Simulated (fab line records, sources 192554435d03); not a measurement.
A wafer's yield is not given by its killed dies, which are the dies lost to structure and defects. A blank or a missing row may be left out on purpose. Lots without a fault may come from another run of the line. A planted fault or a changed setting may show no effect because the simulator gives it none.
Chamber matching / flow n5_finfet / N5_BEOL_M11_ETCH_62 on rie_diel-06: 4 sister chambers
The step etches SOC in N2/H2, target depth 110 nm, overetch 22 nm, time 165 s. 4 wafers are shown with their chamber, then 10 later ones without.

## EACH WAFER AND ITS CHAMBER
wafer=L079.5; chamber=0; throttle_valve_pct (%)=18.2
wafer=L081.5; chamber=1; throttle_valve_pct (%)=17.5
wafer=L085.2; chamber=3; throttle_valve_pct (%)=17.7
wafer=L085.3; chamber=2; throttle_valve_pct (%)=17.3

## WAFERS WITHOUT THEIR CHAMBER
wafer=L085.4; throttle_valve_pct (%)=18.2
wafer=L090.3; throttle_valve_pct (%)=17.5
wafer=L090.4; throttle_valve_pct (%)=17.8
wafer=L090.6; throttle_valve_pct (%)=17.5
wafer=L096.1; throttle_valve_pct (%)=17.5
wafer=L096.2; throttle_valve_pct (%)=17.3
wafer=L096.5; throttle_valve_pct (%)=17.3
wafer=L093.2; throttle_valve_pct (%)=17.5
wafer=L093.3; throttle_valve_pct (%)=18.3
wafer=L093.6; throttle_valve_pct (%)=17.3

## CHAMBER TAKEN BY EACH
wafer=L085.4; from the rows above=0; in truth=0
wafer=L090.3; from the rows above=1; in truth=1
wafer=L090.4; from the rows above=3; in truth=3
wafer=L090.6; from the rows above=1; in truth=1
wafer=L096.1; from the rows above=1; in truth=1
wafer=L096.2; from the rows above=2; in truth=2
wafer=L096.5; from the rows above=2; in truth=2
wafer=L093.2; from the rows above=1; in truth=1
wafer=L093.3; from the rows above=0; in truth=0
wafer=L093.6; from the rows above=2; in truth=2
Correct placement for 10 of the 10. Can't be placed from these rows: 0. Wrongly placed: 0.
How it was worked out, from the rows above alone: a wafer's distance from a chamber is the root of the sum, over the readings, of the square of ((its reading less the chamber's mean) divided by the reading's scatter). The wafer belongs to the nearest chamber; if the next one is less than 2 further off, it can't be placed. A chamber's mean is the mean of its shown wafers. The scatter (one wafer shown for each chamber): square how far every hidden wafer sits from the nearest shown wafer, average those squares and take the square root.
